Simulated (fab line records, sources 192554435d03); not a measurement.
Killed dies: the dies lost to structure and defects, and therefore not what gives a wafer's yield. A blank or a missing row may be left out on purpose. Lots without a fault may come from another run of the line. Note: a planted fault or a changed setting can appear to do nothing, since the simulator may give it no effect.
Split-lot study | flow n5Finfet | 7 lots, 21 wafers read, on a route of 1938 steps

## THE SPLIT
At N5_BEOL_M0_ETCH_138 (etches SiCN in CH3F/O2, target depth 12 nm, time 31.6 s), the setting sourceW was moved away from the recipe's 395 W on 7 of the 21 wafers read, by -15.6% to -6.1%. For the rest of the wafers, this setting stayed at what the recipe calls for.

The split's own step is where the reading is taken.

## THE READING
rfVppV, in V, at N5_BEOL_M0_ETCH_138 (etches SiCN in CH3F/O2, target depth 12 nm, time 31.6 s). Typical for fault-free wafers on this fab line: 298.1 V, with standard deviation 1.3 V.

wafer  | tool, chamber at the split | sourceW as run, W | against the recipe | rfVppV, V | against lot-mates on the recipe
L074.1 | rieDiel-05, 2              | 395               | recipe             | 300.8     | -
L074.4 | rieDiel-05, 0              | 334.9             | -15.2%             | 315.2     | +15.2
L074.5 | rieDiel-05, 0              | 395               | recipe             | 299.1     | -
L077.2 | rieDiel-06, 0              | 395               | recipe             | 296.7     | -
L077.3 | rieDiel-06, 2              | 395               | recipe             | 298.3     | -
L077.4 | rieDiel-06, 1              | 395               | recipe             | 296.5     | -
L084.1 | rieDiel-05, 0              | 395               | recipe             | 299.4     | -
L084.2 | rieDiel-05, 3              | 333.4             | -15.6%             | 316.0     | +16.6
L084.5 | rieDiel-05, 2              | 333.4             | -15.6%             | 316.4     | +17.0
L085.1 | rieDiel-05, 2              | 395               | recipe             | 299.6     | -
L085.2 | rieDiel-05, 0              | 371               | -6.1%              | 305.4     | +5.6
L085.4 | rieDiel-05, 3              | 395               | recipe             | 299.9     | -
L086.1 | rieDiel-04, 0              | 395               | recipe             | 297.3     | -
L086.3 | rieDiel-04, 3              | 395               | recipe             | 296.2     | -
L086.6 | rieDiel-04, 0              | 395               | recipe             | 297.4     | -
L087.1 | rieDiel-05, 2              | 353               | -10.6%             | 309.1     | no lot-mate on the recipe
L087.2 | rieDiel-05, 0              | 353               | -10.6%             | 309.7     | no lot-mate on the recipe
L087.5 | rieDiel-05, 0              | 353               | -10.6%             | 309.9     | no lot-mate on the recipe
L093.3 | rieDiel-05, 1              | 395               | recipe             | 297.3     | -
L093.4 | rieDiel-05, 3              | 395               | recipe             | 301.4     | -
L093.6 | rieDiel-05, 2              | 395               | recipe             | 298.9     | -

FIT RESULTS
A straight line over all 21 wafers: rfVppV changes by -1.1 V for each +1% of sourceW; r = -0.98; the points scatter about the line by 1.4 V.
The same after taking each lot's own level away (the mean of its wafers on the recipe; 18 wafers): -1.05 V for each +1%; r = -0.99; scatter 0.95 V.
Per that fit: largest sourceW move, reading shift of 16 V.
From 296.97 to 299.95 V: that is the span of the lots' own levels, equal to 2.3 times the standard deviation above.
Consequently the slope shifts little with the lot-to-lot level, the two slopes agreeing.
Check: +16.2 V against its lot-mates is what the line predicts for one of the wafers moved furthest among these (-15.6%) when that wafer is left out of the fit. It came out at +16.6 V against them.
Tool readings at the split's step, against how far the setting was moved: rfVppV r = -0.98.

## ADDITIONAL SPLITS CARRIED BY THESE WAFERS
Other splits were also applied to these wafers ahead of the reading. Each is held against what the fit with the lots' levels taken away leaves over:
other split on the same wafers   | wafers away from the commonest value | r with rfVppV (lot level and that fit taken away)
N5_BEOL_M0_SAQP_EXPOSE_11 doseMj | 6                                    | +0.04
N5_BEOL_M0_SAQP_EXPOSE_37 doseMj | 7                                    | +0.02

## FILE'S OWN FIT
rfVppV changes by -1.03 V for each +1% of sourceW, r = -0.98.
